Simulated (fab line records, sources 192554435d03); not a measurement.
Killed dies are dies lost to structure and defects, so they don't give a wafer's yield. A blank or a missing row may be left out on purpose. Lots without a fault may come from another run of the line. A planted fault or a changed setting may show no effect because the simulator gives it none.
Chamber matching | flow n5_finfet | N5_HKMG_FIN_CMP_94 on cmp-01: 4 sister chambers
The step polishes, stops on SiNx, t overpolish 4.7 s, target thk 43.299 nm. 8 wafers are shown with their chamber, then 9 later ones without.

WAFERS WITH THEIR CHAMBER
wafer  | chamber | motor_current_A (A) | slurry_flow_ml_min
L081.2 | 1       | 10.6                | 150.7
L081.5 | 3       | 11.4                | 150.5
L083.5 | 1       | 10.0                | 149.6
L084.4 | 2       | 9.6                 | 149.9
L084.5 | 2       | 10.3                | 149.6
L088.1 | 3       | 11.6                | 150.5
L088.4 | 0       | 13.1                | 149.2
L088.6 | 0       | 13.1                | 149.7

WAFERS WITHOUT THEIR CHAMBER
wafer  | motor_current_A (A) | slurry_flow_ml_min
L092.2 | 10.3                | 150.9
L092.3 | 12.1                | 149.9
L092.5 | 13.4                | 149.3
L094.1 | 10.1                | 150.3
L094.3 | 10.4                | 150.4
L094.4 | 11.6                | 150.3
L096.3 | 11.1                | 149.2
L096.4 | 10.5                | 149.8
L096.5 | 10.4                | 150.3

WHICH CHAMBER EACH WENT THROUGH
wafer  | from the rows above          | in truth
L092.2 | can't be placed: 1 or 2      | 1
L092.3 | can't be placed: 3 or 0      | 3
L092.5 | 0                            | 0
L094.1 | can't be placed: 1 or 2      | 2
L094.3 | can't be placed: 1 or 2      | 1
L094.4 | 3                            | 3
L096.3 | can't be placed: 3 or 1 or 2 | 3
L096.4 | can't be placed: 1 or 2      | 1
L096.5 | can't be placed: 1 or 2      | 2
Placed correctly: 2 of 9. Can't be placed from these rows: 7 (the true chamber is among the candidates in 7). Placed wrongly: 0.
How it was worked out, from the rows above alone: a wafer's distance from a chamber is the root of the sum, over the readings, of the square of ((its reading less the chamber's mean) divided by the reading's scatter). The wafer belongs to the nearest chamber; if the next one is less than 2 further off, it can't be placed. A chamber's mean is the mean of its shown wafers. The scatter: the root of (the sum of the squares of (reading less its chamber's mean) over the shown wafers, divided by (wafers less chambers)).
